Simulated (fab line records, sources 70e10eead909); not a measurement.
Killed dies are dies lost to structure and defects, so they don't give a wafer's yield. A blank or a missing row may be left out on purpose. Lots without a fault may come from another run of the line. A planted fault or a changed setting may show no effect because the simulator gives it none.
fab line records | flow nand_harc
record lots=6 wafers=18 last_day=32
route steps=1302 shown A_BLC@1133 A_M0@1137 END@1302
lots that met no fault: from a run of the same line without faults
start_h: hours from the record's first day to the start of the lot's first wafer shown | wait_h: hours since the lot's step before | " the same as in the row above | L1.1+2: a row that stands for several wafers | - no value, or no start given | * or withheld: withheld | < > ~ a bound
route shown NAME@n: a module of which the file shows steps, and the number in the route of the first | usual: mean/standard deviation of fault-free wafers | same: alike in all rows | chamber/n: place in a boat | sites: the reading at each site | _std_site: their standard deviation | _edge_site: outer sites' mean less inner sites' | radius_mm: how far each site lies from the wafer's centre | mask NAME#n: copy n | behind: the tool/chamber that last shaped the wafer | hold: why the lot was held/for how many hours/how that ended | device: the transistor (n, p or np) that didn't switch | end of line: the same wafers' tests at the end of the route | a step without rows: its recipe alone | killed: dies lost to structure and defects at the first sort, not the wafer's yield | map: a wafer's dies, x killed, . not, _ none there
set.NAME: the setting as run; set.NAME@STEP: as run at that earlier step | model.NAME: the simulator's own value behind a step, which no gauge read
lots at some steps of the route; a table a step, a row a wafer
services: from which hour (start_h, from the record's first day; less than 0 if before it) a tool's chamber was out of use, for how many hours, and why
## steps
# step NHARC_A_BLC_CMP_25
# recipe t_overpolish_s=30 target_thk_nm=150
# usual motor_current_A=12.2/1.4 overpolish_run_s=30.001/0.0092 pad_life_wafers=210/110 time_to_endpoint_s=29.9/2.5
# columns lot.wafer tool chamber start_h wait_h motor_current_A overpolish_run_s pad_life_wafers time_to_endpoint_s
L855.4 cmp-01 2 621.82 0.4 10.1 30.004 158 30.3
L855.3 " 3 " " 14.8 29.984 159 35.2
L855.5 " 1 " " 14.2 30.010 - 33.6
L854.4 cmp-03 1 623.07 0.4 10.5 30.023 234 28.4
L854.6 " 1 " " 10.5 29.997 - 29.1
L854.5 " 2 " " 11.3 29.988 - 27.6
L857.4 cmp-01 0 641.29 0.3 13.2 29.996 222 34.2
L857.3 " 1 " " 13.7 30.013 223 33.1
L857.6 " 1 " " 13.4 29.988 - 34.9
L860.3 cmp-02 0 665.46 0.3 13.4 30.008 175 30.5
L860.1 " 1 " " 12.1 29.989 176 27.4
L860.4 " 2 " " 11.6 29.985 177 33.4
L866.1 cmp-02 3 718.75 0.5 11.7 29.995 396 28.6
L866.3 " 0 " " 12.8 30.010 397 32.3
L866.4 " 1 " " 12.1 30.001 398 28.9
L865.3 cmp-01 1 725.62 0.3 13.4 30.008 158 28.9
L865.2 " 2 " " 10.1 29.999 159 26.9
L865.6 " 0 " " 12.9 30.008 - 31.3
# step NHARC_A_BLC_SRD_27
# step NHARC_A_BLC_INSPECT_28
# usual raw_defect_count=513/150
# columns lot.wafer tool chamber start_h wait_h raw_defect_count
L855.3 defect_inspect-01 - 622.17 0.1 355
L855.4 " - " " 447
L855.5 " - " " 521
L854.4 defect_inspect-01 - 623.47 0.1 762
L854.5 " - " " 395
L854.6 " - " " 566
L857.3 defect_inspect-02 - 641.69 0.1 882
L857.4 " - " " 601
L857.6 " - " " 556
L860.1 defect_inspect-01 - 665.84 0.1 526
L860.3 " - " " 393
L860.4 " - " " 566
L866.1 defect_inspect-02 - 719.15 0.1 325
L866.3 " - " " 449
L866.4 " - " " 475
L865.2 defect_inspect-01 - 725.98 0.1 506
L865.3 " - " " 375
L865.6 " - " " 358
# step NHARC_A_M0_DEP_00
# recipe target_thk_a=1500 target_thk_nm=150 temp_c=withheld pressure_torr=5 flow_sccm=200 rf_w=600 material=SiOC
# step NHARC_A_M0_DEHYDRATE_01
# recipe temp_c=150 time_s=120
# step NHARC_A_M0_HMDS_02
# recipe time_s=30
# step NHARC_A_M0_COAT_33
# recipe temp_c=200 time_s=65
# step NHARC_A_M0_COAT_03
# recipe spin_rpm=1500 resist_thk_nm=90
# step NHARC_A_M0_SOFTBAKE_04
# recipe temp_c=105 time_s=55
# step NHARC_A_M0_EBR_05
# step NHARC_A_M0_EXPOSE_06
# recipe na=1.35 target_cd_nm=80 dose_mj=83.25 mask_id=A_M0
# step NHARC_A_M0_PEB_07
# recipe peb_temp_c=100 peb_time_s=65
# usual heater_power_total_W=156.6/0.4
# columns lot.wafer tool chamber start_h wait_h heater_power_total_W
L855.3 litho_track-04 0 623.01 0.1 157.1
L855.4 " 0 " " 157.0
L855.5 " 0 " " 157.1
L854.4 litho_track-01 0 624.29 0.0 157.0
L854.5 " 0 " " 157.1
L854.6 " 0 " " 156.9
L857.3 litho_track-04 0 642.39 0.0 156.7
L857.4 " 0 " " 156.6
L857.6 " 0 " " 157.0
L860.1 litho_track-04 0 666.66 0.1 156.9
L860.3 " 0 " " 156.1
L860.4 " 0 " " 156.7
L866.1 litho_track-06 0 720.13 0.1 156.6
L866.3 " 0 " " 157.1
L866.4 " 0 " " 156.8
L865.2 litho_track-04 0 726.68 0.1 156.6
L865.3 " 0 " " 156.6
L865.6 " 0 " " 156.7
# step NHARC_A_M0_DEVELOP_08
# recipe develop_time_s=35 dev_temp_c=23
# step NHARC_A_M0_CD_MEAS_09
# recipe target_cd_nm=80 landing_energy_ev=500
# usual cd_nm=80.1/0.61
# same landing_energy_ev=500
# columns lot.wafer tool chamber start_h wait_h cd_nm
L855.3 cd_sem-01 0 623.09 - 79.7
L855.4 " 0 " " 80.2
L855.5 " 0 " " 79.2
L854.4 cd_sem-01 0 624.38 - 80.3
L854.5 " 0 " " 80.7
L854.6 " 0 " " 80.3
L857.3 cd_sem-03 0 642.47 - 94.0
L857.4 " 0 " " 93.0
L857.6 " 0 " " 93.7
L860.1 cd_sem-01 0 666.74 - 94.2
L860.3 " 0 " " 94.5
L860.4 " 0 " " 94.1
L866.1 cd_sem-03 0 720.21 - 80.4
L866.3 " 0 " " 80.6
L866.4 " 0 " " 80.0
L865.2 cd_sem-02 0 726.76 - 79.5
L865.3 " 0 " " 79.3
L865.6 " 0 " " 79.9
# step NHARC_A_M0_OVL_MEAS_10
# recipe pitch_nm=160
# usual overlay_x_nm=-0.2/0.85 overlay_y_nm=0.0/1
# columns lot.wafer tool chamber start_h wait_h overlay_x_nm overlay_y_nm
L855.3 overlay-02 - 623.18 - 0.3 -2.0
L855.4 " - " " 0.0 -2.2
L855.5 " - " " -0.4 -1.9
L854.4 overlay-02 - 624.46 - 0.5 1.8
L854.5 " - " " 0.6 1.9
L854.6 " - " " 0.3 1.9
L857.3 overlay-01 - 642.56 - -1.3 0.6
L857.4 " - " " -1.3 0.2
L857.6 " - " " -1.2 1.0
L860.1 overlay-01 - 666.83 - 0.1 0.2
L860.3 " - " " 0.1 0.7
L860.4 " - " " 0.4 0.3
L866.1 overlay-01 - 720.30 - 0.4 -0.2
L866.3 " - " " 0.5 0.1
L866.4 " - " " 0.7 0.3
L865.2 overlay-02 - 726.84 - -0.9 0.8
L865.3 " - " " -1.3 1.2
L865.6 " - " " -0.6 1.1
# step NHARC_A_M0_INSPECT_11
# usual raw_defect_count=85/44
# columns lot.wafer tool chamber start_h wait_h raw_defect_count
L855.3 defect_inspect-02 - 623.21 0.0 26
L855.4 " - " " 28
L855.5 " - " " 29
L854.4 defect_inspect-01 - 624.50 0.0 78
L854.5 " - " " 77
L854.6 " - " " 72
L857.3 defect_inspect-01 - 642.59 0.0 119
L857.4 " - " " 134
L857.6 " - " " 164
L860.1 defect_inspect-01 - 666.86 0.0 60
L860.3 " - " " 42
L860.4 " - " " 52
L866.1 defect_inspect-02 - 720.33 0.0 15
L866.3 " - " " 18
L866.4 " - " " 14
L865.2 defect_inspect-01 - 726.88 0.0 124
L865.3 " - " " 109
L865.6 " - " " 113
# step NHARC_A_M0_DESCUM_14
# recipe time_s=3 o2_flow_sccm=200 ar_flow_sccm=0 bias_power_w=0 chemistry=O2
# usual drypump_motor_current_A=6.1/0.52 o2_flow_sccm=200.1/0.6 oes_product_au=0.998/0.0082 rf_vpp_V=57.7/0.87 showerhead_plenum_p_Torr=1.92/0.069 throttle_valve_pct=11.310/0.0091
# columns lot.wafer tool chamber start_h wait_h drypump_motor_current_A o2_flow_sccm oes_product_au rf_hours_counter_h rf_vpp_V showerhead_plenum_p_Torr throttle_valve_pct model.A_M0.cd_nm
L855.4 rie_diel-11 3 623.27 0.1 6.4 199.6 0.999 0.4 57.5 1.92 11.297 80.03
L855.3 " 2 " " 5.5 200.2 1.005 0.5 57.7 1.87 11.304 79.87
L855.5 " 0 " " 6.7 200.8 1.003 - 58.8 2.04 11.309 80.16
L854.4 rie_diel-11 0 624.57 0.1 6.6 199.8 0.993 0.6 56.1 2.04 11.328 81.1
L854.5 " 2 " " 5.4 200.7 1.000 - 58.1 1.87 11.304 80.95
L854.6 " 3 " " 6.4 200.5 1.000 - 58.2 1.92 11.312 79.42
L857.4 rie_diel-10 2 642.66 0.1 6.1 200.5 0.987 2.5 56.4 1.88 11.291 93.35
L857.3 " 3 " " 6.2 199.7 0.998 2.6 56.9 1.96 11.314 93.98
L857.6 " 2 " " 6.1 200.3 0.981 - 56.4 1.88 11.305 93.85
L860.4 rie_diel-12 0 666.93 0.1 5.5 199.9 1.007 2.2 57.3 2.04 11.301 94.64
L860.3 " 1 " " 5.9 200.7 0.993 3.0 57.9 1.91 11.313 94.39
L860.1 " 2 " " 4.6 200.1 1.007 2.9 59.6 1.97 11.302 92.84
L866.1 rie_diel-11 0 720.39 0.1 6.6 200.1 1.001 4.3 59.4 2.04 11.297 80.47
L866.3 " 2 " " 5.5 200.0 1.003 5.1 58.2 1.87 11.318 80.2
L866.4 " 3 " " 6.4 200.0 0.991 4.8 57.6 1.92 11.310 78.93
L865.3 rie_diel-12 3 726.94 0.1 5.2 200.2 1.000 6.0 59.1 1.89 11.297 78.88
L865.2 " 1 " " 5.9 200.6 0.996 6.4 58.6 1.91 11.324 80.3
L865.6 " 3 " " 5.2 199.6 1.000 - 58.3 1.89 11.308 80.22
# step NHARC_A_M0_ETCH_34
# recipe target_depth_a=400 overetch_a=120 time_s=43.94 ion_energy_ev=200 n2_flow_sccm=150 h2_flow_sccm=150 ar_flow_sccm=0 rf_w=400 bias_w=150 chemistry=N2/H2
# usual drypump_motor_current_A=6.1/0.52 n2_flow_sccm=150.0/0.43 oes_product_au=0.998/0.0089 rf_fwd_power_W=395.0/2.3 rf_vpp_V=430.6/2.3 showerhead_plenum_p_Torr=2.04/0.078 throttle_valve_pct=14.171/0.0084
# columns lot.wafer tool chamber start_h wait_h drypump_motor_current_A n2_flow_sccm oes_product_au rf_fwd_power_W rf_hours_counter_h rf_vpp_V showerhead_plenum_p_Torr throttle_valve_pct
L855.4 rie_diel-11 1 623.36 0.1 5.9 150.0 0.976 396.5 0.6 427.7 1.94 14.163
L855.3 " 3 " " 6.4 149.8 0.991 394.4 0.4 431.8 2.04 14.161
L855.5 " 0 " " 6.7 150.2 1.012 393.8 - 434.8 2.18 14.171
L854.4 rie_diel-11 3 624.64 0.1 6.4 150.1 0.995 394.0 0.5 432.1 2.04 14.172
L854.6 " 3 " " 6.4 150.9 0.984 393.9 - 432.0 2.04 14.167
L854.5 " 0 " " 6.6 149.5 0.994 393.2 - 433.9 2.18 14.170
L857.4 rie_diel-10 3 642.74 0.1 6.2 149.6 1.005 397.5 2.6 432.6 2.10 14.171
L857.3 " 2 " " 6.1 149.6 0.988 398.5 2.5 430.0 2.00 14.165
L857.6 " 3 " " 6.2 150.6 1.004 396.5 - 432.3 2.10 14.186
L860.1 rie_diel-12 1 667.01 0.1 5.9 149.8 1.002 396.7 3.0 430.4 2.04 14.161
L860.3 " 2 " " 4.7 150.5 1.008 394.5 2.9 432.6 2.10 14.165
L860.4 " 3 " " 5.1 149.7 1.002 392.3 2.1 431.2 2.01 14.157
L866.4 rie_diel-11 1 720.48 0.1 5.9 149.8 1.002 394.5 5.1 426.2 1.93 14.169
L866.1 " 2 " " 5.5 150.0 1.006 396.8 5.1 429.4 1.99 14.174
L866.3 " 3 " " 6.4 149.6 1.001 395.7 4.8 430.1 2.04 14.175
L865.3 rie_diel-12 3 727.03 0.1 5.1 150.0 1.014 394.6 6.0 429.2 2.01 14.177
L865.2 " 0 " " 5.5 150.4 1.001 396.0 5.7 434.2 2.18 14.180
L865.6 " 2 " " 4.6 151.0 1.011 394.9 - 431.7 2.10 14.178
# step NHARC_A_M0_ETCH_15
# recipe target_depth_a=1500 overetch_a=150 time_s=82.5 c4f8_flow_sccm=withheld ar_flow_sccm=400 rf_w=600 bias_w=300 chemistry=C4F8/Ar
# usual oes_product_au=0.948/0.023 rf_fwd_power_W=596/3.1 rf_vpp_V=441.0/2.2
# columns lot.wafer tool chamber start_h wait_h oes_product_au rf_fwd_power_W rf_hours_counter_h rf_vpp_V model.A_M0.cd_nm
L855.3 rie_diel-11 2 - - 0.979 599 0.5 439.9 79.51
L855.4 " 3 " " 0.959 598 0.4 440.1 80.14
L855.5 " 0 " " 0.966 589 - 445.6 80.05
L854.4 rie_diel-11 0 - - 0.973 594 0.7 443.6 80.75
L854.6 " 1 " " 0.962 599 - 438.0 79.18
L854.5 " 2 " " 0.952 602 - 439.8 80.96
L857.3 rie_diel-10 2 - - 0.941 601 2.5 439.7 93.99
L857.4 " 1 " " 0.965 592 3.0 438.5 93.28
L857.6 " 3 " " 0.983 599 - 441.7 93.74
L860.1 rie_diel-12 1 - - 0.978 598 3.0 440.1 92.79
L860.3 " 2 " " 0.987 594 2.9 441.8 94.23
L860.4 " 3 " " 0.974 594 2.2 440.2 94.74
L866.4 rie_diel-11 2 - - 0.925 597 5.1 438.7 78.66
L866.3 " 3 " " 0.907 598 4.8 441.7 79.71
L866.1 " 1 " " 0.913 592 5.1 437.2 80.01
L865.2 rie_diel-12 2 - - 0.983 593 6.8 441.1 80.18
L865.3 " 0 " " 0.964 594 5.7 443.6 79.48
L865.6 " 3 " " 0.965 592 - 438.9 79.95
# step NHARC_A_M0_CD_MEAS_16
# usual cd_nm=79.9/0.83
# columns lot.wafer tool chamber start_h wait_h cd_nm
L855.3 cd_sem-01 - 623.58 - 79.2
L855.4 " - " " 80.0
L855.5 " - " " 80.3
L854.4 cd_sem-02 - 624.86 - 81.0
L854.5 " - " " 81.1
L854.6 " - " " 79.3
L857.3 cd_sem-01 - 642.96 - 93.4
L857.4 " - " " 93.5
L857.6 " - " " 93.9
L860.1 cd_sem-03 - 667.22 - 93.1
L860.3 " - " " 94.3
L860.4 " - " " 95.0
L866.1 cd_sem-03 - 720.69 - 80.2
L866.3 " - " " 79.9
L866.4 " - " " 78.6
L865.2 cd_sem-03 - 727.24 - 80.1
L865.3 " - " " 79.9
L865.6 " - " " 80.0
# step NHARC_END_SORT_01
# recipe temp_c=25
# usual defect_limited_yield=91/3.5 killed_at_array=59/24 killed_at_other=0.7/1.2 killed_at_periphery=3.5/2.6 killed_dies=63/24 killed_open=3.2/2.1 killed_short=2.4/1.5
# same gross_dies=677
# columns lot.wafer tool chamber start_h wait_h defect_limited_yield[%] killed_at_array killed_at_other killed_at_periphery killed_dies killed_open killed_short
L855.3 prober-01 0 662.45 3.1 95 30 0 7 37 7 3
L855.4 prober-01 0 663.26 3.4 95 26 2 4 32 0 4
L855.5 prober-01 0 664.06 3.7 95 27 0 7 34 4 3
L854.4 prober-01 0 671.11 3.4 91 61 1 2 64 4 0
L854.5 prober-01 0 671.92 3.8 92 50 1 5 56 2 2
L854.6 prober-01 0 672.73 4.1 92 52 1 1 54 1 4
L857.3 prober-01 0 683.05 3.1 88 80 0 4 84 2 2
L857.4 prober-01 0 683.86 3.4 87 83 0 3 86 4 2
L857.6 prober-01 0 685.49 4.1 85 96 0 3 99 1 2
L860.1 prober-01 0 707.84 2.5 92 49 0 7 56 2 4
L860.3 prober-01 0 709.46 3.1 93 37 0 8 45 5 3
L860.4 prober-01 0 710.27 3.4 92 53 0 3 56 1 3
L866.1 prober-01 0 774.36 2.5 97 21 0 1 22 4 3
L866.3 prober-01 0 775.99 3.1 96 24 0 0 24 2 1
L866.4 prober-01 0 776.80 3.4 97 14 1 5 20 6 2
L865.2 prober-02 0 775.20 2.8 88 74 0 4 78 1 0
L865.3 prober-02 0 776.01 3.1 87 84 0 4 88 8 4
L865.6 prober-02 0 778.42 4.0 90 67 0 1 68 2 3
# killed by level:class
L855.3 A_CHANNEL_HOLE_D2:chamber_film_flake=10 A_CHANNEL_HOLE_D1:chamber_film_flake=7 P_STI:chamber_film_flake=3 A_WL_FILL:geometric_particle:short=2 A_WL_FILL:geometric_particle:open=2 P_CONTACT:chamber_film_flake=2 A_SLIT:chamber_film_flake=2 P_GATE:geometric_particle:open=1
L855.4 A_CHANNEL_HOLE_D2:chamber_film_flake=9 A_CHANNEL_HOLE_D1:chamber_film_flake=4 A_ZERO_WELL:chamber_film_flake=2 A_STAIRCASE:chamber_film_flake=2 A_SLIT:chamber_film_flake=2 A_CONTACT:chamber_film_flake=2 A_M0:chamber_film_flake=2 THIN_TSV:chamber_film_flake=2
L855.5 A_CHANNEL_HOLE_D2:chamber_film_flake=11 P_STI:chamber_film_flake=4 A_CHANNEL_HOLE_D1:chamber_film_flake=4 A_SLIT:chamber_film_flake=3 A_BLC:geometric_particle:open=2 A_CONTACT:chamber_film_flake=2 P_CONTACT:geometric_particle:open=1 A_CHANNEL_FILL_D1:geometric_particle:short=1
L854.4 A_CHANNEL_HOLE_D1:chamber_film_flake=35 A_CHANNEL_HOLE_D2:chamber_film_flake=16 A_CONTACT:chamber_film_flake=4 A_DECK1_JOINT:geometric_particle:open=2 A_SLIT:chamber_film_flake=2 P_M0:geometric_particle:open=1 A_CONTACT:geometric_particle:open=1 P_GATE:chamber_film_flake=1
L854.5 A_CHANNEL_HOLE_D1:chamber_film_flake=29 A_CHANNEL_HOLE_D2:chamber_film_flake=12 A_CONTACT:chamber_film_flake=7 P_CONTACT:geometric_particle:short=1 P_CONTACT:geometric_particle:open=1 P_M2:geometric_particle:short=1 A_SOURCE_PLATE:geometric_particle:open=1 P_ZERO_WELL:chamber_film_flake=1
L854.6 A_CHANNEL_HOLE_D1:chamber_film_flake=30 A_CHANNEL_HOLE_D2:chamber_film_flake=13 A_CHANNEL_FILL_D1:geometric_particle:short=3 A_CONTACT:chamber_film_flake=3 P_CONTACT:geometric_particle:open=1 A_ONON_D1:geometric_particle:short=1 A_STAIRCASE:chamber_film_flake=1 A_SLIT:chamber_film_flake=1
L857.3 A_CHANNEL_HOLE_D1:chamber_film_flake=37 A_SLIT:chamber_film_flake=19 A_CHANNEL_HOLE_D2:chamber_film_flake=13 P_STI:chamber_film_flake=3 A_CONTACT:chamber_film_flake=2 A_ONON_D1:geometric_particle:open=1 A_DECK1_JOINT:geometric_particle:short=1 A_WL_FILL:geometric_particle:short=1
L857.4 A_CHANNEL_HOLE_D1:chamber_film_flake=33 A_SLIT:chamber_film_flake=20 A_CHANNEL_HOLE_D2:chamber_film_flake=15 A_CONTACT:chamber_film_flake=4 P_STI:chamber_film_flake=2 A_DECK1_JOINT:chamber_film_flake=2 A_WL_FILL:chamber_film_flake=2 P_CONTACT:geometric_particle:open=1
L857.6 A_CHANNEL_HOLE_D1:chamber_film_flake=35 A_SLIT:chamber_film_flake=32 A_CHANNEL_HOLE_D2:chamber_film_flake=14 A_CONTACT:chamber_film_flake=8 A_WL_FILL:chamber_film_flake=3 P_STI:chamber_film_flake=2 P_M1:geometric_particle:open=1 A_ONON_D1:geometric_particle:short=1
L860.1 A_CHANNEL_HOLE_D2:chamber_film_flake=24 A_CONTACT:chamber_film_flake=9 A_SLIT:chamber_film_flake=4 A_CHANNEL_HOLE_D1:chamber_film_flake=3 A_ONON_D1:geometric_particle:short=2 P_STI:chamber_film_flake=2 P_GATE:chamber_film_flake=2 P_M2:chamber_film_flake=2
L860.3 A_CHANNEL_HOLE_D2:chamber_film_flake=18 A_CHANNEL_HOLE_D1:chamber_film_flake=4 P_GATE:chamber_film_flake=3 A_ZERO_WELL:chamber_film_flake=3 A_M0:geometric_particle:open=2 P_ZERO_WELL:chamber_film_flake=2 A_SLIT:chamber_film_flake=2 A_CONTACT:chamber_film_flake=2
L860.4 A_CHANNEL_HOLE_D2:chamber_film_flake=27 A_CONTACT:chamber_film_flake=9 A_STAIRCASE:chamber_film_flake=4 A_CHANNEL_HOLE_D1:chamber_film_flake=3 A_SLIT:chamber_film_flake=3 A_CHANNEL_HOLE_D1:geometric_particle:short=1 A_CHANNEL_FILL_D1:geometric_particle:short=1 A_CHANNEL_FILL_D2:geometric_particle:open=1
L866.1 A_SLIT:chamber_film_flake=4 A_CHANNEL_HOLE_D1:unspecified=3 A_CONTACT:chamber_film_flake=3 A_BLC:geometric_particle:open=2 P_M0:geometric_particle:short=1 A_CHANNEL_HOLE_D1:geometric_particle:open=1 A_CHANNEL_HOLE_D1:geometric_particle:short=1 A_CHANNEL_FILL_D2:geometric_particle:open=1
L865.2 A_SLIT:chamber_film_flake=28 A_CHANNEL_HOLE_D2:chamber_film_flake=21 A_CHANNEL_HOLE_D1:chamber_film_flake=13 A_STAIRCASE:chamber_film_flake=5 P_GATE:chamber_film_flake=4 A_CONTACT:chamber_film_flake=3 A_M0:geometric_particle:open=1 A_ZERO_WELL:chamber_film_flake=1
L866.3 A_SLIT:chamber_film_flake=10 A_CONTACT:chamber_film_flake=3 A_M1:chamber_film_flake=3 A_CHANNEL_HOLE_D1:chamber_film_flake=2 A_CHANNEL_FILL_D1:geometric_particle:short=1 A_WL_FILL:geometric_particle:open=1 A_CONTACT:geometric_particle:open=1 A_ZERO_WELL:chamber_film_flake=1
L865.3 A_SLIT:chamber_film_flake=29 A_CHANNEL_HOLE_D2:chamber_film_flake=23 A_CHANNEL_HOLE_D1:chamber_film_flake=10 A_STAIRCASE:chamber_film_flake=8 A_CONTACT:chamber_film_flake=4 A_CHANNEL_FILL_D2:geometric_particle:short=2 P_STI:geometric_particle:open=1 P_CONTACT:geometric_particle:open=1
L866.4 P_STI:chamber_film_flake=2 A_CHANNEL_HOLE_D1:chamber_film_flake=2 A_STAIRCASE:chamber_film_flake=2 A_SLIT:chamber_film_flake=2 P_CONTACT:geometric_particle:open=1 P_M0:geometric_particle:open=1 P_M0:geometric_particle:short=1 A_CHANNEL_FILL_D1:geometric_particle:open=1
L865.6 A_SLIT:chamber_film_flake=23 A_CHANNEL_HOLE_D2:chamber_film_flake=20 A_CHANNEL_HOLE_D1:chamber_film_flake=8 A_STAIRCASE:chamber_film_flake=6 A_ZERO_WELL:chamber_film_flake=2 A_WL_FILL:chamber_film_flake=2 P_M2:geometric_particle:short=1 A_CHANNEL_FILL_D1:geometric_particle:short=1
## services
# columns tool chamber start_h hours kind
rie_diel-11 1 606.28 1.9 repair
rie_diel-11 - 609.50 9.0 pm
rie_diel-11 0 609.50 9.0 vent_cycle
rie_diel-11 1 609.50 9.0 vent_cycle
rie_diel-11 2 609.50 9.0 vent_cycle
rie_diel-11 3 609.50 9.0 vent_cycle
rie_diel-11 0 618.50 - clean
rie_diel-11 1 618.50 - clean
rie_diel-11 2 618.50 - clean
rie_diel-12 - 622.40 9.0 pm
cmp-01 - 631.02 3.9 repair
cmp-02 - 631.89 4.0 pm
rie_diel-10 0 636.92 3.0 repair
cmp-03 - 640.34 5.8 repair
cmp-03 - 652.00 4.0 pm
rie_diel-12 3 659.22 3.6 repair
cmp-01 - 664.22 1.6 repair
cmp-02 - 673.28 0.2 repair
cmp-01 - 675.59 4.0 pm
rie_diel-11 0 680.00 9.6 repair
litho_track-01 - 680.00 7.0 pm
cmp-03 - 698.20 0.7 repair
cmp-01 - 698.99 1.7 repair
litho_track-06 - 704.00 7.0 pm
## key
first_sign step=NHARC_A_M0_CD_MEAS_09 reading=cd_nm direction=up sigmas=23 usual=80.1 struck=93.9
effect step=NHARC_A_M0_CD_MEAS_16 reading=cd_nm direction=up sigmas=17 usual=79.9 struck=93.9
model_effect step=NHARC_A_M0_DESCUM_14 value=A_M0.cd_nm without=80.16 struck=93.84
model_effect step=NHARC_A_M0_ETCH_15 value=A_M0.cd_nm without=80.11 struck=93.79
met_at NHARC_A_M0_PEB_07
struck_wafers L857.3,L857.4,L857.6,L860.1,L860.3,L860.4
onset_between 623.01 642.39
fault kind=process_parameter_drift tool=litho_track-04 chamber=- onset_h=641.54 steps=NHARC_A_M0_PEB_07 channel=peb_time_s offset=* shape=step end_h=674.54 acts_in=* stated=*
